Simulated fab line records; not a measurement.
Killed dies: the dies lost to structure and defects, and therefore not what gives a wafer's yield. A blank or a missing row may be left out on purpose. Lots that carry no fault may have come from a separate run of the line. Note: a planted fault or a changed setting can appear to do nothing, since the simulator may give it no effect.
Which tool is to blame? :: flow nand_harc :: route of 1302 steps, sampled at 1 step: 6 lots, 18 wafers

## WHAT THE GAUGES READ, wafer by wafer
NHARC_P_M1_CD_MEAS_09: the cd target is 130 nm.
lot: L197
measured: day 7 20:59
on: cd_sem-01
cd_nm (nm): 129.9 128.9 130.0

lot: L200
measured: day 9 04:47
on: cd_sem-02
cd_nm (nm): 131.2 130.8 129.8

lot: L202
measured: day 9 22:58
on: cd_sem-02
cd_nm (nm): 129.2 128.9 129.2

lot: L204
measured: day 11 04:56
on: cd_sem-03
cd_nm (nm): 128.5 130.2 129.7

lot: L212
measured: day 14 04:59
on: cd_sem-01
cd_nm (nm): 129.6 129.7 129.5

lot: L216
measured: day 15 20:02
on: cd_sem-02
cd_nm (nm): 130.5 129.9 130.1

## WHICH TOOL RAN EACH LOT (tool, then ch and the chambers of the sampled wafers, then the start)
Before these readings, the record contains no process step.

## THE ANSWER, worked out from the rows above alone
Rule: the lots themselves supply what counts as usual. The widest of any qualifying gaps counts: lots, ordered by their means at a reading, are off when they make up no more than a third of the lots, leave a main group of 4 or more, and stand apart from it by 3 or more times the standard deviation of that group's means. Not used: any main group whose means are identical at the precision the tables above print for the reading. Also off: a lot with no number at a reading for which 4 or more lots have one. Any other lot the step has rows for is counted as sound.
No lot is off on any of the readings shown, so nothing can be concluded from this.

## WHAT THE SIMULATOR HAD PUT IN
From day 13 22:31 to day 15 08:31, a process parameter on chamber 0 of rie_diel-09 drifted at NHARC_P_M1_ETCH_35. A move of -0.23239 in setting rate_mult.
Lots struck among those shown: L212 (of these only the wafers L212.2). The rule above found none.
